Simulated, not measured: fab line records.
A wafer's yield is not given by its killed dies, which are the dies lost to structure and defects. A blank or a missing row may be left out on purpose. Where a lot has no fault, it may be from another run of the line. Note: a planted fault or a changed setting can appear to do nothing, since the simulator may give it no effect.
Chamber matching ; flow nandHarc ; rieDiel-13 running NHARC_P_GATE_DESCUM_48: 4 sister chambers
The step chemistry O2, time 3 s. 16 wafers are shown with their chamber, then 8 later ones without.

## WAFERS PAIRED WITH THEIR CHAMBERS
wafer;chamber;drypumpMotorCurrentA (A);oesProductAu (a.u.);rfVppV (V)
L076.1;0;6.0;0.977;56.9
L076.3;3;6.1;0.985;59.5
L076.6;2;5.2;1.000;58.4
L078.1;2;5.2;0.992;57.0
L078.2;1;5.8;1.004;58.6
L078.4;0;5.9;0.971;57.5
L082.1;2;5.2;1.007;59.2
L082.3;1;5.8;0.987;57.6
L082.4;3;6.1;1.004;57.0
L083.2;3;6.1;0.993;57.6
L083.3;1;5.8;0.986;57.8
L083.4;2;5.2;0.998;57.9
L085.1;2;5.2;0.994;60.3
L085.5;2;5.2;0.995;58.9
L085.6;3;6.1;1.003;56.5
L089.2;3;6.0;0.999;58.6

SIGNATURES (means of the wafers above)
reading;chamber 0;chamber 1;chamber 2;chamber 3;scatter within a chamber
drypumpMotorCurrentA;5.950;5.800;5.200;6.080;0.0329
oesProductAu;0.97400;0.99233;0.99767;0.99680;0.00717
rfVppV;57.200;58.000;58.617;57.840;1.04
Rule: for a wafer and a chamber, the distance is found by dividing, reading by reading, the gap between the wafer's reading and the chamber's mean by the reading's scatter, squaring, summing and taking the root. The wafer belongs to the nearest chamber; if the next one is less than 2 further off, it can't be placed. The scatter is the square root of a quotient: the sum, over the shown wafers, of each reading's squared deviation from its chamber's mean, divided by wafers minus chambers.

## WAFERS WITH NO CHAMBER GIVEN
wafer;drypumpMotorCurrentA (A);oesProductAu (a.u.);rfVppV (V)
L089.4;5.9;0.981;58.0
L089.6;5.9;0.976;58.9
L091.1;6.0;1.000;56.1
L091.3;5.8;1.005;58.5
L091.5;5.9;0.988;58.4
L097.2;6.1;0.998;56.5
L097.4;5.2;1.005;57.5
L097.5;5.1;1.009;57.8

## CHAMBER TAKEN BY EACH
wafer;from the rows above;in truth
L089.4;can't be placed: 0 or 1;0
L089.6;can't be placed: 0 or 1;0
L091.1;can't be placed: 3 or 0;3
L091.3;1;1
L091.5;can't be placed: 0 or 1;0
L097.2;3;3
L097.4;2;2
L097.5;2;2
4 of 8 placed correctly. From these rows, 4 cannot be placed; in 4 the true chamber is one of the candidates. Wrongly placed: 0.
